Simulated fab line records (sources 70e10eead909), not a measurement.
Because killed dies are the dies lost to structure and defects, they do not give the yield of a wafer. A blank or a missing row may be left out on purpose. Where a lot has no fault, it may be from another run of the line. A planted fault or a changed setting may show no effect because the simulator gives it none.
A struck lot beside a sound one -- flow nandHarc -- 24 out of 1302 route steps
Sound: these wafers, L842.3, L842.4, L842.6. Wafers L847.2, L847.4, L847.5 were the ones struck. The cause comes at the end.
Per side, at each step with rows, come the tool, then ch with its chambers, and then its first start. Under that, the readings that differ: sound wafers -- struck wafers -- difference of the means -- sigmas: that difference in standard deviations of wafers without a fault.
alike: a reading whose means differ by less than 2 such deviations, as well as words and numbers matching on both sides. not compared: withheld readings; readings where some wafer has no value; bounds like >300 that might hide an equal value; numbers whose values overlap and for which the record gives no deviation.
A row with sigmas, a row that says differs or no value, or rows on one side alone: a step with any of these is where the two part. Numbers that have no deviation but don't overlap get no sigmas and don't part them. Lack of a reading on every wafer of one side parts them only where that side has two or more wafers.

first, 1 step without rows for these wafers: NHARC_A_CHANNEL_HOLE_D2_ETCH_39 (etches the open film in N2/H2, target depth 260 nm, time 325 s).
NHARC_A_CHANNEL_HOLE_D2_ETCH_34: etches the open film in CF4/CHF3, target depth 154 nm, time 77 s.
  sound: rieDiel-07 ch 1,2,3; struck: rieDiel-03 ch 1,3
  alike: drypumpMotorCurrentA, mfcArSccm, oesProductAu, rfVppV, showerheadPlenumPTorr, throttleValvePct
  not compared: rfHoursCounterH
then, 1 step without rows for these wafers: NHARC_A_CHANNEL_HOLE_D2_ETCH_16 (etches the open film in O2/COS, target depth 3100 nm, time 806 s).
NHARC_A_CHANNEL_HOLE_D2_CD_MEAS_18:
  sound on cdSem-01, day 18 05:47; struck on cdSem-03, day 20 16:28
  alike: cdNm
NHARC_A_CHANNEL_HOLE_D2_ETCH_19: etches the open film in C4F8/O2/Ar, time 34.5 s.
  sound on harEtch-02 ch 0,1, day 18 08:46; struck on harEtch-02 ch 0,1, day 20 18:58
  alike: drypumpMotorCurrentA, mfcArSccm, showerheadPlenumPTorr, throttleValvePct
  not compared: rfHoursCounterH
then, 3 steps without rows for these wafers: NHARC_A_CHANNEL_HOLE_D2_ETCH_20 (etches the open film in C4F8/O2/Ar, time 361.9 s, target depth 1600 nm); NHARC_A_CHANNEL_HOLE_D2_ETCH_21 (etches the open film in C4F8/O2/Ar, time 514.3 s, target depth 1600 nm); NHARC_A_CHANNEL_HOLE_D2_ETCH_22 (etches the open film in C4F8/O2/Ar, time 666.7 s, target depth 1600 nm).
NHARC_A_CHANNEL_HOLE_D2_ETCH_23: etches the open film in C4F8/O2/Ar, time 819 s, target depth 1600 nm.
  sound on harEtch-02 ch 0,1, day 18 10:24; struck on harEtch-02 ch 0,1, day 20 20:29
  alike: drypumpMotorCurrentA, mfcArSccm, showerheadPlenumPTorr, throttleValvePct
  not compared: rfHoursCounterH
then, 3 steps without rows for these wafers: NHARC_A_CHANNEL_HOLE_D2_ETCH_24 (etches the open film in C4F8/O2/Ar, time 906.2 s, target depth 1500 nm); NHARC_A_CHANNEL_HOLE_D2_ETCH_25 (etches the open film in C4F8/O2/Ar, time 1040.2 s, target depth 1500 nm); NHARC_A_CHANNEL_HOLE_D2_ETCH_26 (etches the open film in C4F8/O2/Ar, time 224.1 s, target depth 300 nm).
NHARC_A_CHANNEL_HOLE_D2_ETCH_27: etches the open film in C4F8/O2/Ar, time 90 s, target depth 400 nm.
  sound on harEtch-02 ch 0,1, day 18 12:46; struck on harEtch-02 ch 0,1, day 20 22:57
  alike: drypumpMotorCurrentA, mfcArSccm, showerheadPlenumPTorr, throttleValvePct
  not compared: rfHoursCounterH
then, 4 steps without rows for these wafers: NHARC_A_CHANNEL_HOLE_D2_STRIP_41 (strips in N2/H2); NHARC_A_CHANNEL_HOLE_D2_STRIP_42 (strips in CF4/CHF3); NHARC_A_CHANNEL_HOLE_D2_STRIP_43 (strips in O2/COS); NHARC_A_CHANNEL_HOLE_D2_ETCH_44 (etches the open film in CF4/O2, target depth 140 nm, overetch 14 nm, time 77 s).
NHARC_A_CHANNEL_HOLE_D2_STRIP_28: strips in O2.
  sound: rieDiel-03 ch 0,2,3; struck: rieDiel-08 ch 0,2
  alike: drypumpMotorCurrentA, mfcArSccm, oesProductAu, rfVppV, showerheadPlenumPTorr, throttleValvePct
  not compared: rfHoursCounterH
then, 2 steps without rows for these wafers: NHARC_A_CHANNEL_HOLE_D2_PRECLEAN_29 (cleans in SC1); NHARC_A_CHANNEL_HOLE_D2_SRD_30.
NHARC_A_CHANNEL_HOLE_D2_CD_MEAS_31:
  sound on cdSem-03, day 18 14:14; struck on cdSem-02, day 21 00:28
  alike: cdNm
NHARC_A_CHANNEL_HOLE_D2_XSEM_32:
  sound on xsem-02 ch 0, day 18 14:20; struck on xsem-01 ch 0, day 21 00:33
reading,sound,struck,difference,sigmas
bowNm (nm),9.17 9.21 9.16,8.22 8.21 8.17,-0.98,-3
  alike: botCdNm, tiltDeg
NHARC_A_CHANNEL_HOLE_D2_INSPECT_40:
  sound on defectInspect-01, day 18 14:25; struck on defectInspect-01, day 21 00:49
reading,sound,struck,difference,sigmas
rawDefectCount,255 465 330,1054 1092 1048,+715,+9
  not compared: hold
-- jump in the record: it breaks off in module A_CHANNEL_HOLE_D2 and resumes in module END (first step shown: number 1302 of the route), and 12 days separate the struck wafers' starts before and after --
NHARC_END_SORT_01:
  sound on prober-02 ch 0, day 29 19:05; struck on prober-01 ch 0, day 33 00:42
reading,sound,struck,difference,sigmas
killedAtArray,28 39 35,74 119 68,+53,+3
killedAtPeriphery,1 3 0,5 7 11,+6,+2
killedDies,29 43 35,80 127 80,+60,+3
  alike: killedAtOther, killedOpen, killedShort

== WHERE THEY PART ==
At NHARC_A_CHANNEL_HOLE_D2_XSEM_32 first; at NHARC_END_SORT_01 last (within this record only).

WHY: what had been put in by the simulator
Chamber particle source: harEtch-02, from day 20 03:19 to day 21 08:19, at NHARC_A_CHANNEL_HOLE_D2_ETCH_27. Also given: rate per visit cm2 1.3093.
